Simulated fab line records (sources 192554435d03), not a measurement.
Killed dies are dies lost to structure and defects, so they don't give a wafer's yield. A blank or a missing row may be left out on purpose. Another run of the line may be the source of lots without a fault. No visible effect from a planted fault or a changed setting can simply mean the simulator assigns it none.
fab line records    flow n5-finfet
record lots=8  wafers=24  last-day=15
route steps=1938 shown PMOS_HMC_CHANNEL_EPI@74 FIN_SAQP@95 BEOL_M4@1111 PASSIVATION@1936
lots with no fault: from the same line, run without faults
start-h: hours from the record's opening day to when the first of the lot's shown wafers began    wait-h: how many hours have passed since the lot's step before this one    " as in the row above    L1.1+2: one row covering several wafers at once    - value missing, or start not given    * or withheld: withheld    < > ~ a bound
route shown NAME@n: a module of which the file shows steps, and the number in the route of the first    usual: mean/standard deviation of fault-free wafers    same: alike in all rows    chamber/n: place in a boat    sites: per-site readings    _std_site: standard deviation of those values    _edge_site: outer sites' mean less inner sites'    radius-mm: for every site, how far away it sits from the centre of the wafer    mask NAME#n: copy n    behind: the most recent tool/chamber to have shaped the wafer    hold: why the lot was held/for how many hours/how that ended    device: the transistor (n, p or np) that didn't switch    end of line: at the end of the route, the tests of the same wafers    a step with no rows: only its recipe    killed: the dies lost at the first sort to structure and to defects; this is not the yield of the wafer    map: a wafer's dies, marking killed ones x, the rest . and places with no die _
set.NAME: the setting the step ran with; set.NAME@STEP: the setting that earlier step ran with    model.NAME: the simulator's own value behind a step, which no gauge read
one table for each step of the route and one row for each wafer, over a sample of lots
services: the hour from which a tool's chamber was out of use, counted from the record's first day as start-h (under 0 if before that day), plus the number of hours and why
## steps
# step N5_PMOS_HMC_CHANNEL_EPI_FIN_RECESS_16
# recipe chemistry=HBr/Cl2  target=Si  mask-material=SiO2  target-depth-a=540  time-s=18  pressure-mtorr=10  icp-w=800  bias-w=75  HBr_flow_sccm=150  Cl2_flow_sccm=80
# usual drypump-motor-current-A=5.8/0.54  he-backside-leak-sccm=2.71/0.28  oes-product-au=1.003/0.01  throttle-valve-pct=35.53/0.28
lot.wafer  tool       chamber  start-h  wait-h  drypump-motor-current-A  he-backside-leak-sccm  oes-product-au  rf-hours-counter-h  throttle-valve-pct
L186.1     rie-si-06  0        42.29    0.0     6.6                      2.52                   1.007           61                  35.84
L186.3     "          2        "        "       5.7                      2.53                   0.992           79                  35.50
L186.6     "          0        "        "       6.6                      2.41                   1.000           -                   35.82
L187.1     rie-si-06  2        48.36    0.0     5.7                      2.53                   0.992           79                  35.49
L187.4     "          1        "        "       5.0                      3.27                   1.020           4                   35.02
L187.6     "          1        "        "       5.0                      2.60                   1.014           -                   35.01
L188.1     rie-si-05  1        53.70    0.0     5.3                      2.70                   1.002           152                 35.72
L188.3     "          0        "        "       5.7                      2.37                   1.015           44                  35.29
L188.6     "          0        "        "       5.7                      2.45                   1.006           -                   35.31
L189.1     rie-si-06  1        59.82    0.0     5.0                      2.90                   1.008           4                   35.03
L189.4     "          0        "        "       6.6                      2.29                   0.999           61                  35.81
L189.6     "          1        "        "       5.0                      2.73                   1.013           -                   35.03
L190.1     rie-si-05  2        65.99    0.0     5.3                      3.19                   1.008           84                  35.65
L190.4     "          1        "        "       5.3                      2.76                   1.007           153                 35.69
L190.6     "          2        "        "       5.3                      3.15                   0.999           -                   35.65
L195.2     rie-si-06  0        96.43    0.0     6.6                      2.50                   1.006           62                  35.82
L195.5     "          0        "        "       6.7                      2.44                   1.000           -                   35.83
L195.6     "          3        "        "       5.9                      2.63                   0.990           -                   35.91
L197.2     rie-si-06  2        108.14   0.0     5.7                      2.51                   0.983           81                  35.50
L197.3     "          1        "        "       5.0                      2.62                   1.001           5                   35.02
L197.6     "          1        "        "       5.0                      2.72                   1.001           -                   35.03
L198.1     rie-si-01  1        114.50   0.0     6.2                      3.06                   1.002           118                 35.39
L198.3     "          0        "        "       6.2                      2.52                   1.009           15                  35.87
L198.6     "          3        "        "       6.3                      3.21                   0.983           -                   35.70
# step N5_PMOS_HMC_CHANNEL_EPI_INSPECT_30
# recipe inspect-instrument=darkfield  mode=post-epi
# usual raw-defect-count=19/6.1
lot.wafer  tool               chamber  start-h  wait-h  raw-defect-count
L186.1     defect-inspect-02  -        45.61    0.0     22
L186.3     "                  -        "        "       14
L186.6     "                  -        "        "       17
L187.1     defect-inspect-02  -        51.06    0.0     15
L187.4     "                  -        "        "       13
L187.6     "                  -        "        "       11
L188.1     defect-inspect-01  -        56.08    0.0     24
L188.3     "                  -        "        "       16
L188.6     "                  -        "        "       22
L189.1     defect-inspect-01  -        62.60    0.0     5
L189.4     "                  -        "        "       21
L189.6     "                  -        "        "       21
L190.1     defect-inspect-02  -        68.79    0.0     21
L190.4     "                  -        "        "       14
L190.6     "                  -        "        "       18
L195.2     defect-inspect-02  -        98.94    0.0     33
L195.5     "                  -        "        "       18
L195.6     "                  -        "        "       18
L197.2     defect-inspect-01  -        110.54   0.0     13
L197.3     "                  -        "        "       19
L197.6     "                  -        "        "       20
L198.1     defect-inspect-01  -        116.88   0.0     21
L198.3     "                  -        "        "       30
L198.6     "                  -        "        "       21
# step N5_FIN_SAQP_DENSIFY_62
# recipe temp-c=700  time-s=60  ambient=N2  idle-temp-c=600  ramp-up-c-per-s=150  ramp-down-c-per-s=60  cool-to-c=600
# usual lamp-power-pct=9.85/0.05  lamp_zone_6_pct=9.770/0.012  wafer_temp_C_max=703.3/0.62
lot.wafer  tool           chamber  start-h  wait-h  lamp-power-pct  lamp_zone_6_pct  wafer_temp_C_max
L186.1     rtp-anneal-01  0        45.95    0.1     9.87            9.766            703.7
L186.3     "              0        "        "       9.84            9.780            702.0
L186.6     "              0        "        "       9.85            9.763            703.9
L187.1     rtp-anneal-01  0        51.39    0.1     9.80            9.770            703.1
L187.4     "              0        "        "       9.81            9.765            702.9
L187.6     "              0        "        "       9.81            9.769            704.6
L188.1     rtp-anneal-01  0        56.41    0.1     9.92            9.782            702.8
L188.3     "              0        "        "       9.88            9.764            703.3
L188.6     "              0        "        "       9.89            9.778            704.3
L189.1     rtp-anneal-02  0        62.92    0.1     9.83            9.758            703.2
L189.4     "              0        "        "       9.79            9.773            702.4
L189.6     "              0        "        "       9.93            9.770            703.0
L190.1     rtp-anneal-02  0        69.58    0.1     9.83            9.783            703.6
L190.4     "              0        "        "       9.89            9.790            704.1
L190.6     "              0        "        "       9.85            9.779            702.6
L195.2     rtp-anneal-02  0        100.51   0.1     9.81            9.782            702.9
L195.5     "              0        "        "       9.89            9.740            703.4
L195.6     "              0        "        "       9.78            9.772            702.3
L197.2     rtp-anneal-02  0        110.92   0.2     9.86            9.768            702.7
L197.3     "              0        "        "       9.84            9.767            702.5
L197.6     "              0        "        "       9.89            9.795            704.3
L198.1     rtp-anneal-01  0        117.86   0.1     9.83            9.754            702.8
L198.3     "              0        "        "       9.81            9.766            703.5
L198.6     "              0        "        "       9.83            9.783            704.8
# step N5_FIN_SAQP_ETCH_52
# recipe chemistry=N2/H2  target=SOC  target-depth-a=1000  overetch-a=200  mask-material=SiARC  temp-c=40  time-s=150  ion-energy-ev=200  pressure-mtorr=30  source-w=840  bias-w=150  n2-flow-sccm=200  h2-flow-sccm=200  ends=end-point
# usual bias-w=150.0/0.45  chamber-pressure-mTorr=29.999/0.026  drypump-motor-current-A=5.9/0.54  oes-product-au=0.70/0.075  rf-vpp-V=524.0/2.3  showerhead-plenum-p-Torr=2.55/0.082  throttle-valve-pct=17.88/0.25
lot.wafer  tool         chamber  start-h  wait-h  bias-w  chamber-pressure-mTorr  drypump-motor-current-A  oes-product-au  rf-hours-counter-h  rf-vpp-V  showerhead-plenum-p-Torr  throttle-valve-pct
L186.1     rie-diel-02  1        47.26    0.0     149.5   29.964                  5.5                      0.66            166                 526.8     2.65                      18.06
L186.3     "            2        "        "       149.8   29.984                  6.5                      0.78            50                  524.9     2.59                      17.89
L186.6     "            2        "        "       149.9   30.020                  6.5                      0.78            -                   523.7     2.59                      17.90
L187.1     rie-diel-04  0        52.72    0.0     -       -                       -                        -               -                   -         -                         -
L187.4     "            3        "        "       -       -                       -                        -               -                   -         -                         -
L187.6     "            1        "        "       -       -                       -                        -               -                   -         -                         -
L188.1     rie-diel-02  2        57.61    0.0     -       -                       -                        -               -                   -         -                         -
L188.3     "            0        "        "       -       -                       -                        -               -                   -         -                         -
L188.6     "            1        "        "       -       -                       -                        -               -                   -         -                         -
L189.1     rie-diel-04  2        64.03    0.0     -       -                       -                        -               -                   -         -                         -
L189.4     "            1        "        "       -       -                       -                        -               -                   -         -                         -
L189.6     "            0        "        "       -       -                       -                        -               -                   -         -                         -
L190.1     rie-diel-04  0        70.81    0.0     150.9   30.049                  6.5                      0.63            208                 524.0     2.51                      17.86
L190.4     "            2        "        "       150.5   29.969                  5.9                      0.81            24                  523.0     2.49                      17.79
L190.6     "            1        "        "       149.7   29.996                  5.9                      0.61            -                   522.6     2.51                      18.05
L195.2     rie-diel-04  1        101.78   0.0     150.6   29.942                  6.0                      0.61            241                 522.7     2.51                      18.07
L195.5     "            3        "        "       149.3   30.043                  6.0                      0.80            -                   529.7     2.71                      17.64
L195.6     "            1        "        "       150.5   29.994                  6.0                      0.61            -                   524.2     2.51                      18.08
L197.2     rie-diel-02  0        112.09   0.0     150.6   29.990                  5.3                      0.84            4                   523.8     2.50                      17.45
L197.3     "            1        "        "       150.4   30.009                  5.5                      0.64            189                 525.4     2.64                      18.09
L197.6     "            0        "        "       150.0   30.003                  5.3                      0.84            -                   522.2     2.50                      17.48
L198.1     rie-diel-02  1        119.06   0.0     150.2   29.992                  5.5                      0.64            191                 525.3     2.64                      18.10
L198.3     "            3        "        "       149.5   29.992                  5.1                      0.62            204                 524.9     2.53                      18.42
L198.6     "            1        "        "       150.6   29.936                  5.5                      0.64            -                   524.9     2.64                      18.11
# step N5_FIN_SAQP_HM_OPEN_73
# recipe chemistry=CHF3/O2  target=SiO2  stop-on=a-Si  target-depth-a=120  over-etch-frac=1.8  mask-material=SOC  time-s=16.8  pressure-mtorr=30  source-w=650  bias-w=170  Ar_flow_sccm=200  CHF3_flow_sccm=50  O2_flow_sccm=5  ion-energy-ev=200  ends=end-point
# usual CHF3_flow_sccm=50.00/0.14  drypump-motor-current-A=5.8/0.53  oes-product-au=0.47/0.05  rf-vpp-V=527/4.7  showerhead-plenum-p-Torr=2.41/0.074  throttle-valve-pct=18.85/0.24
lot.wafer  tool         chamber  start-h  wait-h  CHF3_flow_sccm  drypump-motor-current-A  oes-product-au  rf-hours-counter-h  rf-vpp-V  showerhead-plenum-p-Torr  throttle-valve-pct
L186.1     rie-diel-02  1        47.36    0.0     49.99           5.5                      0.44            166                 528       2.50                      18.98
L186.3     "            2        "        "       50.13           6.5                      0.52            50                  526       2.45                      18.88
L186.6     "            2        "        "       50.05           6.5                      0.53            -                   528       2.45                      18.91
L187.1     rie-diel-04  0        52.83    0.0     50.18           6.5                      0.27            203                 521       2.39                      18.92
L187.4     "            3        "        "       49.82           6.0                      0.35            6                   533       2.56                      18.55
L187.6     "            1        "        "       49.92           5.9                      0.26            -                   522       2.38                      19.01
L188.1     rie-diel-02  2        57.72    0.0     50.01           6.4                      0.32            53                  527       2.45                      18.86
L188.3     "            0        "        "       49.84           5.2                      0.25            242                 520       2.37                      18.62
L188.6     "            1        "        "       50.20           5.5                      0.28            -                   529       2.50                      18.94
L189.1     rie-diel-04  2        64.13    0.0     49.89           5.9                      0.34            21                  532       2.36                      18.71
L189.4     "            1        "        "       49.75           6.0                      0.26            229                 524       2.38                      18.99
L189.6     "            0        "        "       50.12           6.5                      0.27            -                   522       2.39                      18.93
L190.1     rie-diel-04  0        70.92    0.0     49.91           6.5                      0.42            208                 522       2.39                      18.97
L190.4     "            2        "        "       50.17           5.9                      0.54            24                  531       2.36                      18.76
L190.6     "            1        "        "       49.77           5.9                      0.41            -                   523       2.37                      19.04
L195.2     rie-diel-04  1        101.88   0.0     49.82           5.9                      0.41            241                 523       2.37                      19.04
L195.5     "            3        "        "       49.85           6.0                      0.53            -                   534       2.56                      18.62
L195.6     "            1        "        "       50.12           6.0                      0.41            -                   521       2.37                      19.06
L197.2     rie-diel-02  0        112.19   0.0     50.34           5.2                      0.56            4                   522       2.37                      18.28
L197.3     "            1        "        "       50.16           5.5                      0.43            189                 525       2.49                      19.01
L197.6     "            0        "        "       50.21           5.2                      0.57            -                   521       2.37                      18.30
L198.1     rie-diel-02  1        119.16   0.0     49.78           5.5                      0.43            191                 527       2.49                      19.01
L198.3     "            3        "        "       49.84           5.1                      0.42            204                 520       2.39                      19.29
L198.6     "            1        "        "       50.04           5.5                      0.43            -                   528       2.49                      19.01
# step N5_FIN_SAQP_CD_MEAS_27
# recipe target-cd-nm=20  landing-energy-ev=1000  detector=se-inlens  polarity=line
# usual cd-nm=20.28/0.24
# same landing-energy-ev=1000
lot.wafer  tool       chamber  start-h  wait-h  cd-nm
L186.1     cd-sem-01  0        49.20    0.1     20.70
L186.3     "          0        "        "       19.93
L186.6     "          0        "        "       20.41
L187.1     cd-sem-02  0        55.49    0.1     -
L187.4     "          0        "        "       -
L187.6     "          0        "        "       -
L188.1     cd-sem-01  0        59.78    0.1     -
L188.3     "          0        "        "       -
L188.6     "          0        "        "       -
L189.1     cd-sem-01  0        65.95    0.1     -
L189.4     "          0        "        "       -
L189.6     "          0        "        "       -
L190.1     cd-sem-01  0        72.91    0.1     20.09
L190.4     "          0        "        "       20.34
L190.6     "          0        "        "       20.28
L195.2     cd-sem-03  0        103.82   0.1     20.35
L195.5     "          0        "        "       20.03
L195.6     "          0        "        "       20.34
L197.2     cd-sem-01  0        114.05   0.1     20.76
L197.3     "          0        "        "       20.41
L197.6     "          0        "        "       20.50
L198.1     cd-sem-02  0        121.27   0.1     20.53
L198.3     "          0        "        "       20.30
L198.6     "          0        "        "       20.59
# step N5_BEOL_M4_RC_MEAS_101
# usual DIBL_N=36.3/1  DIBL_P=36.2/1.4  IOFF_N=0.157/0.021  IOFF_P=0.206/0.025  ION_N=673/9  ION_P=461/6.4  SS_N=71.5/0.5  SS_P=73.2/0.47  VT_N=249.9/2.4  VT_P=-250.6/2.9
lot.wafer  tool       chamber  start-h  wait-h  DIBL_N[mV/V]  DIBL_P[mV/V]  IOFF_N[nA/um]  IOFF_P[nA/um]  ION_N[uA/um]  ION_P[uA/um]  SS_N[mV/dec]  SS_P[mV/dec]  VT_N[mV]  VT_P[mV]
L186.1     prober-01  0        203.23   0.0     35.1          35.5          0.132          0.191          675           465           70.5          72.7          252.1     -252.4
L186.3     "          0        "        "       36.8          37.4          0.159          0.221          679           471           71.0          73.3          246.7     -248.8
L186.6     "          0        "        "       36.6          37.1          0.158          0.216          679           464           71.9          72.9          248.5     -251.5
L190.1     prober-02  0        206.44   0.0     36.2          35.7          0.148          0.186          673           457           71.8          73.9          250.7     -252.1
L190.4     "          0        "        "       36.6          35.6          0.154          0.178          675           456           71.9          72.4          248.6     -251.9
L190.6     "          0        "        "       36.2          35.8          0.151          0.182          677           467           71.1          73.3          250.7     -252.5
L195.2     prober-01  0        247.33   0.2     35.0          34.8          0.146          0.197          674           465           71.1          72.9          250.0     -252.0
L195.5     "          0        "        "       35.3          35.0          0.152          0.201          661           454           71.4          73.1          254.8     -248.4
L195.6     "          0        "        "       36.3          36.4          0.173          0.220          677           459           71.4          72.9          247.7     -250.4
L198.1     prober-01  0        255.63   0.0     36.5          35.7          0.142          0.199          665           454           71.3          73.1          250.0     -250.1
L198.3     "          0        "        "       38.0          37.5          0.169          0.228          666           463           71.4          73.5          249.7     -248.1
L198.6     "          0        "        "       36.4          35.4          0.138          0.196          658           456           71.1          73.1          250.6     -253.0
L197.2     prober-02  0        263.53   0.2     35.6          35.0          0.139          0.220          666           466           71.5          72.8          251.5     -247.1
L197.3     "          0        "        "       37.0          35.2          0.150          0.224          671           462           71.8          73.1          250.7     -247.0
L197.6     "          0        "        "       36.3          35.1          0.145          0.217          661           462           71.1          72.9          251.4     -247.4
# step N5_PASSIVATION_PROBE_49
# usual defect-limited-yield=91.1/1.3  killed_at_M0_to_M3=36/10  killed_at_M4_up=14/4.4  killed-at-contacts=14/5.7  killed-at-front-end=39/9.4  killed-at-other=2.9/2.6  killed-dies=105/15  killed-on-rim=14/3.5  killed-open=70/12  killed-short=34/7.1  sort_bin_5_function=5.3/0.77  sort_bin_6_memory=3.3/0.66  sort-n-pass=1075/15  sort-yield-pct=91.1/1.3
# same gross-dies=1180  killed-at-back-side=0  sort_bin_4_leakage[%]=0  sort_bin_8_speed[%]=0
lot.wafer  tool       chamber  start-h  wait-h  defect-limited-yield[%]  killed_at_M0_to_M3  killed_at_M4_up  killed-at-contacts  killed-at-front-end  killed-at-other  killed-dies  killed-on-rim  killed-open  killed-short  sort_bin_5_function[%]  sort_bin_6_memory[%]  sort-n-pass  sort-yield-pct[%]
L187.1     prober-01  -        302.80   0.0     0                        37                  7                17                  1119                 0                1180         152            85           38            95.8                    3.8                   0            0
L187.4     prober-01  -        302.95   0.2     0                        25                  23               13                  1118                 1                1180         152            70           42            96.4                    3.4                   0            0
L187.6     prober-01  -        303.05   0.3     0                        42                  16               11                  1111                 0                1180         152            76           37            96.3                    3.4                   0            0
L188.1     prober-02  -        303.57   0.0     0                        68                  11               14                  1083                 4                1180         152            82           47            95.1                    4.5                   0            0
L188.3     prober-02  -        303.67   0.1     0                        52                  16               16                  1086                 10               1180         152            89           55            94.4                    5.1                   0            0
L188.6     prober-02  -        303.82   0.3     0                        56                  10               18                  1093                 3                1180         152            69           43            96.4                    3.5                   0            0
L189.1     prober-01  -        308.53   0.0     0                        40                  21               20                  1093                 6                1180         152            78           41            95.4                    4.0                   0            0
L189.4     prober-01  -        308.68   0.2     0                        36                  9                25                  1104                 6                1180         152            74           45            96.1                    3.2                   0            0
L189.6     prober-01  -        308.78   0.3     0                        40                  17               16                  1103                 4                1180         152            58           38            96.5                    3.3                   0            0
# killed by level:class
L187.1 FIN_SAQP:area-etch=1056 STI_FIN_REVEAL:geometric-particle:open=30 BEOL_M0_SAQP:geometric-particle:short=13 MOL_CONTACT_COAG:geometric-particle:open=11 BEOL_M0_SAQP:geometric-particle:open=8 FIN_SAQP:geometric-particle:open=6 MOL_CONTACT_COAG:geometric-particle:short=6 DUMMY_GATE:geometric-particle:open=5
L187.4 FIN_SAQP:area-etch=1064 STI_FIN_REVEAL:geometric-particle:open=16 BEOL_M0_SAQP:geometric-particle:short=14 BEOL_M4:geometric-particle:open=14 MOL_CONTACT_COAG:geometric-particle:open=9 GATE_CUT:geometric-particle:short=8 BEOL_M0_SAQP:geometric-particle:open=7 FIN_SAQP:geometric-particle:open=6
L187.6 FIN_SAQP:area-etch=1065 BEOL_M0_SAQP:geometric-particle:short=11 BEOL_M0:geometric-particle:open=11 MOL_CONTACT_COAG:geometric-particle:open=10 BEOL_M4:geometric-particle:open=9 STI_FIN_REVEAL:geometric-particle:open=8 DUMMY_GATE:geometric-particle:open=7 FIN_SAQP:geometric-particle:open=6
L188.1 FIN_SAQP:area-etch=1050 BEOL_M0_SAQP:geometric-particle:open=24 BEOL_M0_SAQP:geometric-particle:short=23 MOL_CONTACT_COAG:geometric-particle:open=13 BEOL_M2:geometric-particle:open=9 FIN_SAQP:geometric-particle:short=7 STI_FIN_REVEAL:geometric-particle:open=6 FIN_SAQP:geometric-particle:open=5
L188.3 FIN_SAQP:area-etch=1034 BEOL_M0_SAQP:geometric-particle:open=21 BEOL_M0_SAQP:geometric-particle:short=17 MOL_CONTACT_COAG:geometric-particle:open=13 FIN_SAQP:geometric-particle:short=12 STI_FIN_REVEAL:geometric-particle:open=12 BEOL_M4:geometric-particle:open=8 FIN_SAQP:geometric-particle:open=6
L188.6 FIN_SAQP:area-etch=1067 BEOL_M0_SAQP:geometric-particle:short=21 MOL_CONTACT_COAG:geometric-particle:open=11 BEOL_M0_SAQP:geometric-particle:open=10 BEOL_M1:geometric-particle:open=10 STI_FIN_REVEAL:geometric-particle:open=8 MOL_CONTACT_COAG:geometric-particle:short=7 BEOL_M2:geometric-particle:open=6
L189.1 FIN_SAQP:area-etch=1058 MOL_CONTACT_COAG:geometric-particle:open=19 BEOL_M0_SAQP:geometric-particle:short=11 FIN_SAQP:geometric-particle:short=10 FIN_SAQP:geometric-particle:open=10 BEOL_M0_SAQP:geometric-particle:open=8 BEOL_M3:geometric-particle:open=8 BEOL_M5:geometric-particle:open=7
L189.4 FIN_SAQP:area-etch=1061 MOL_CONTACT_COAG:geometric-particle:open=18 FIN_SAQP:geometric-particle:short=17 FIN_SAQP:geometric-particle:open=10 BEOL_M0_SAQP:geometric-particle:open=10 BEOL_M1:geometric-particle:open=8 MOL_CONTACT_COAG:geometric-particle:short=7 BEOL_M2:geometric-particle:open=6
L189.6 FIN_SAQP:area-etch=1081 BEOL_M0_SAQP:geometric-particle:short=13 MOL_CONTACT_COAG:geometric-particle:open=12 FIN_SAQP:geometric-particle:short=8 BEOL_M0_SAQP:geometric-particle:open=8 BEOL_M1:geometric-particle:open=7 BEOL_M4:geometric-particle:open=7 FIN_SAQP:geometric-particle:open=4
## services
tool         chamber  start-h  hours  kind
rie-si-05    -        20.23    0.3    repair
rie-si-05    -        41.59    0.7    repair
rie-diel-02  0        85.26    -      clean
rie-diel-02  0        85.26    -      consumable-replace:focus-ring
rie-diel-02  0        85.26    18.9   scheduled-down
rie-diel-02  0        85.26    18.9   vent-cycle
rie-diel-04  0        96.47    9.4    repair
rie-si-06    3        101.62   9.4    repair
rie-diel-04  1        108.49   18.2   repair
## key
first-sign step=N5_FIN_SAQP_ETCH_52  reading=tool-record  direction=missing
effect step=N5_FIN_SAQP_HM_OPEN_73  reading=oes-product-au  direction=down  sigmas=3.7  usual=0.47  struck=0.29
effect step=N5_FIN_SAQP_CD_MEAS_27  reading=cd-nm  direction=missing
effect step=N5_PASSIVATION_PROBE_49  reading=sort_bin_5_function  direction=up  sigmas=99+  usual=5.3  struck=95.8
more-kills-born-at N5_FIN_SAQP_ETCH_52@rie-diel-04=6385  N5_FIN_SAQP_ETCH_52@rie-diel-02=3151
met-at N5_FIN_SAQP_ETCH_52
struck-lots L187,L188,L189
later-rows-left-out L187.1,L187.4,L187.6,L188.1,L188.3,L188.6,L189.1,L189.4,L189.6
not-acting-at N5_PMOS_HMC_CHANNEL_EPI_FIN_RECESS_16,N5_PMOS_HMC_CHANNEL_EPI_INSPECT_30,N5_FIN_SAQP_DENSIFY_62
onset-between 47.26 52.72
fault kind=skipped-step-whole  tool=rie-diel-02,rie-diel-04  chamber=-  onset-h=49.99  steps=N5_FIN_SAQP_ETCH_52  scope=struck-lots-only
# later-rows-left-out: the simulator's readings of these wafers behind a module that went badly wrong aren't trusted and aren't shown, but for the sort
